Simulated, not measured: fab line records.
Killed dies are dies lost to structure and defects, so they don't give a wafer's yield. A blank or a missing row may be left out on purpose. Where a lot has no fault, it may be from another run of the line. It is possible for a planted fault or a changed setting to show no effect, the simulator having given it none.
One fault through the eyes of 2 desks    flow n5 finfet    numbers are kept per desk, each desk with only its own; the story behind them comes last

FOR THE TOOL OWNER'S DESK: pvd sputter-03
The tool's own readings at N5_BEOL_M6_HM_DEP_02 (deposits TiN, target thk 20 nm): means of the sampled wafers that have a number, for each lot that ran on this tool. Marked OUT: a lot whose mean sits more than 4 standard deviations from the usual mean, which makes it out of limits; the brackets give that distance.
Columns: A = substrate temp c at N5_BEOL_M6_HM_DEP_02, usual 24.98 C; B = throttle valve pct at N5_BEOL_M6_HM_DEP_02, usual 30.1 %
lot   first seen here  A      B
L878  day 8 06:09      24.92  29.8
L879  day 9 10:47      25.11  30.1
L882  day 10 01:56     24.85  30.5
L884  day 10 15:54     24.96  29.9
L885  day 11 01:22     24.96  30.3
Result from this desk: across the 5 lots, nothing is out of limits.

FROM THE METROLOGY DESK
Lot by lot, what the gauges showed, no matter which tool ran the lot: averages of those sampled wafers that carry a number. Marked OUT: a lot whose mean sits more than 4 standard deviations from the usual mean, which makes it out of limits; the brackets give that distance. Shown here are 7 of its 10 readings, the ones lying furthest out on some lot.
Columns: A = DIBL_N at N5_BEOL_M4_RC_MEAS_101, usual 36.0 mV/V; B = IOFF_N at N5_BEOL_M4_RC_MEAS_101, usual 0.16 nA/um; C = IOFF_P at N5_BEOL_M4_RC_MEAS_101, usual 0.21 nA/um; D = ION_P at N5_BEOL_M4_RC_MEAS_101, usual 461 uA/um; E = SS_N at N5_BEOL_M4_RC_MEAS_101, usual 71.4 mV/dec; F = VT_N at N5_BEOL_M4_RC_MEAS_101, usual 250 mV; G = VT_P at N5_BEOL_M4_RC_MEAS_101, usual -250.9 mV
lot   first seen here  A     B     C     D    E     F    G
L878  day 7 15:56      39.1  0.22  0.28  470  71.8  246  -244.6
L879  day 8 20:15      36.9  0.19  0.25  465  72.5  247  -249.0
L880  day 8 23:30      36.9  0.19  0.23  468  71.3  248  -247.7
L881  day 9 03:07      33.7  0.14  0.19  461  71.1  249  -249.3
L882  day 9 10:52      35.6  0.16  0.19  462  71.3  250  -250.7
L884  day 9 23:12      34.6  0.14  0.19  463  71.1  252  -252.3
L885  day 10 08:04     36.7  0.17  0.21  462  72.0  252  -248.4
L894  day 12 11:57     34.0  0.11  0.15  452  70.6  257  -254.6
L898  day 12 22:59     35.5  0.14  0.19  459  71.1  253  -251.4
L900  day 14 07:43     37.3  0.17  0.24  473  71.4  246  -247.3
Result from this desk: across the 10 lots, nothing is out of limits.

BROUGHT TOGETHER
Nothing out of limits was seen by the tool owner's desk.
Nothing out of limits was seen by the metrology desk.

WHAT WAS PUT IN BY THE SIMULATOR
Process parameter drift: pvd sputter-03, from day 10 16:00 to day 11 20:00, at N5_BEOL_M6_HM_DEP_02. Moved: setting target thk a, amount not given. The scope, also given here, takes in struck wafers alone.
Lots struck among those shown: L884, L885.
